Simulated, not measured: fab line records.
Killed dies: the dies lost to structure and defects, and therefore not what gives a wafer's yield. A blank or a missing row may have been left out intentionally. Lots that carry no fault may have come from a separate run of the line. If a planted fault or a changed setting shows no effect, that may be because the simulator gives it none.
Chamber matching / flow n5-finfet / 3 sister chambers for N5_BEOL_M9_CURE_72 on uv-cure-01
The step cures SiCOH lowk, time 120 s. 3 wafers are shown with their chamber, then 12 later ones without.

WAFERS WITH THEIR CHAMBER
wafer=L085.6 chamber=0 wafer_temp_C_max=371.7
wafer=L090.5 chamber=2 wafer_temp_C_max=372.0
wafer=L089.5 chamber=1 wafer_temp_C_max=372.1

WAFERS WITH NO CHAMBER GIVEN
wafer=L092.1 wafer_temp_C_max=372.8
wafer=L092.4 wafer_temp_C_max=372.2
wafer=L092.6 wafer_temp_C_max=371.9
wafer=L092.2 wafer_temp_C_max=371.8
wafer=L092.3 wafer_temp_C_max=371.7
wafer=L092.5 wafer_temp_C_max=371.6
wafer=L095.1 wafer_temp_C_max=371.1
wafer=L095.2 wafer_temp_C_max=371.2
wafer=L095.3 wafer_temp_C_max=372.1
wafer=L097.1 wafer_temp_C_max=371.6
wafer=L097.3 wafer_temp_C_max=371.6
wafer=L097.4 wafer_temp_C_max=371.9

EACH ONE'S CHAMBER
wafer=L092.1; from the rows above=can't be placed: 1 or 2 or 0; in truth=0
wafer=L092.4; from the rows above=can't be placed: 1 or 2 or 0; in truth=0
wafer=L092.6; from the rows above=can't be placed: 2 or 0 or 1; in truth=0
wafer=L092.2; from the rows above=can't be placed: 0 or 2 or 1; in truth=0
wafer=L092.3; from the rows above=can't be placed: 0 or 2 or 1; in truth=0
wafer=L092.5; from the rows above=can't be placed: 0 or 2 or 1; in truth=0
wafer=L095.1; from the rows above=can't be placed: 0 or 2 or 1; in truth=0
wafer=L095.2; from the rows above=can't be placed: 0 or 2 or 1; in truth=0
wafer=L095.3; from the rows above=can't be placed: 1 or 2 or 0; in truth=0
wafer=L097.1; from the rows above=can't be placed: 0 or 2 or 1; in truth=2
wafer=L097.3; from the rows above=can't be placed: 0 or 2 or 1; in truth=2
wafer=L097.4; from the rows above=can't be placed: 2 or 0 or 1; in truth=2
Correctly placed: 0 of 12. Unplaceable from these rows: 12, with the true chamber sitting among the candidates in 12. 0 placed wrongly.
How it was worked out, from the rows above alone: a wafer's distance from a chamber is the root of the sum, over the readings, of the square of ((its reading less the chamber's mean) divided by the reading's scatter). If the next closest chamber is less than 2 further off than the closest, the wafer can't be placed; otherwise it belongs to the closest. A chamber's mean is the mean of its shown wafers. The scatter: with one shown wafer a chamber, the root of the mean of the squares of how far each hidden wafer lies from its nearest shown one.
